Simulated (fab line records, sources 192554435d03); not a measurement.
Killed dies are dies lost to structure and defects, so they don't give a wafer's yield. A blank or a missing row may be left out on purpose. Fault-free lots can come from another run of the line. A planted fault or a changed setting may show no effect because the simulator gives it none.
Lot-split experiment | flow n5 finfet | 7 lots, 21 wafers read, on a route of 1938 steps

THE SPLIT ITSELF
At N5_BEOL_M3_COAT_05 (resist thk 30 nm), the setting spin rpm was moved away from the recipe's 1500 rpm on 7 of the 21 wafers read, by -8.5% to +9.8%. The other wafers ran this setting at the recipe's value.

FROM THE SPLIT TO THE READING: what the file shows between them, 3 steps
- N5_BEOL_M3_EBR_07
- N5_BEOL_M3_SOFTBAKE_06: time 60 s
- N5_BEOL_M3_DESCUM_16: chemistry O2, time 7 s

THE READING
CAR-EUV_of_BEOL_M3_COAT_05.thk nm (the simulator's own value, which no gauge read), in nm, at N5_BEOL_M3_ETCH_74 (etches underlayer in N2/H2, target depth 6.5 nm, time 5.2 s). The file does not state a usual value for it. Average 20.4 nm, standard deviation 0.14 nm, over the 14 wafers here run with the recipe.

wafer  | tool, chamber at the split | spin rpm as run, rpm | against the recipe | CAR-EUV_of_BEOL_M3_COAT_05.thk nm, nm | against lot-mates on the recipe
L076.3 | litho track-04, 0          | 1552                 | +3.5%              | 19.8                                  | -0.7
L076.4 | litho track-04, 0          | 1500                 | recipe             | 20.6                                  | -
L076.5 | litho track-04, 0          | 1500                 | recipe             | 20.4                                  | -
L079.1 | litho track-05, 0          | 1500                 | recipe             | 20.4                                  | -
L079.5 | litho track-05, 0          | 1500                 | recipe             | 20.4                                  | -
L079.6 | litho track-05, 0          | 1500                 | recipe             | 20.4                                  | -
L085.1 | litho track-04, 0          | 1500                 | recipe             | 20.6                                  | -
L085.3 | litho track-04, 0          | 1500                 | recipe             | 20.4                                  | -
L085.5 | litho track-04, 0          | 1624                 | +8.3%              | 19.4                                  | -1.1
L086.1 | litho track-05, 0          | 1647                 | +9.8%              | 18.8                                  | -1.2
L086.3 | litho track-05, 0          | 1647                 | +9.8%              | 18.8                                  | -1.2
L086.2 | litho track-05, 0          | 1500                 | recipe             | 20                                    | -
L087.3 | litho track-03, 0          | 1500                 | recipe             | 20.4                                  | -
L087.5 | litho track-03, 0          | 1500                 | recipe             | 20.4                                  | -
L087.4 | litho track-03, 0          | 1500                 | recipe             | 20.2                                  | -
L088.3 | litho track-03, 0          | 1372                 | -8.5%              | 21.6                                  | +1.2
L088.4 | litho track-03, 0          | 1500                 | recipe             | 20.4                                  | -
L088.5 | litho track-03, 0          | 1500                 | recipe             | 20.4                                  | -
L089.1 | litho track-04, 0          | 1500                 | recipe             | 20.4                                  | -
L089.4 | litho track-04, 0          | 1444                 | -3.7%              | 20.8                                  | +0.4
L089.5 | litho track-04, 0          | 1444                 | -3.7%              | 21                                    | +0.6

FIT RESULTS
A straight line over all 21 wafers: CAR-EUV_of_BEOL_M3_COAT_05.thk nm changes by -0.148 nm for each +1% of spin rpm; r = -0.98; the points scatter about the line by 0.14 nm.
The same after taking each lot's own level away (the mean of its wafers on the recipe; 21 wafers): -0.131 nm for each +1%; r = -0.99; scatter 0.094 nm.
The reading moves by 1.3 nm for the largest change in spin rpm, on that fit.
Measured against the standard deviation above, the lots' own levels, which go from 20.00 to 20.50 nm, span 3.6 times it.
Thus the slope moves with the lot-to-lot level: the two fits are different.
Check: with one of the wafers moved furthest among these (+9.8%) left out of the fit, the line predicts -1.32 nm for it against its lot-mates. Against them it came out at -1.2 nm.

THESE WAFERS: OTHER SPLITS
Note: prior to the reading, these wafers also went through further splits. Each is held against what the fit with the lots' levels taken away leaves over:
other split on the same wafers   | wafers away from the commonest value | r with CAR-EUV_of_BEOL_M3_COAT_05.thk nm (lot level and that fit taken away)
N5_BEOL_M0_SAQP_COAT_82 spin rpm | 8                                    | +0.33
N5_BEOL_M0_CUTY_COAT_51 spin rpm | 8                                    | -0.10
N5_BEOL_M2_COAT_62 spin rpm      | 4                                    | +0.11
N5_BEOL_M2_COAT_76 spin rpm      | 2                                    | +0.00
N5_BEOL_M2_DESCUM_33 time s      | 11                                   | -0.35

THE WHOLE CHAIN: every reading that the file lists as answering this split, in the file's order
step               | what it does                                                | reading                                                                            | change (the file's fit)               | r (the file's)
N5_BEOL_M3_COAT_05 | resist thk 30 nm                                            | CAR-EUV_of_BEOL_M3_COAT_05.thk nm (the simulator's own value, which no gauge read) | -0.143 nm for each +1% of the setting | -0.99
N5_BEOL_M3_ETCH_74 | etches underlayer in N2/H2, target depth 6.5 nm, time 5.2 s | CAR-EUV_of_BEOL_M3_COAT_05.thk nm (the simulator's own value, which no gauge read) | -0.134 nm for each +1% of the setting | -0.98

FILE'S OWN FIT
CAR-EUV_of_BEOL_M3_COAT_05.thk nm changes by -0.134 nm for each +1% of spin rpm, r = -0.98.
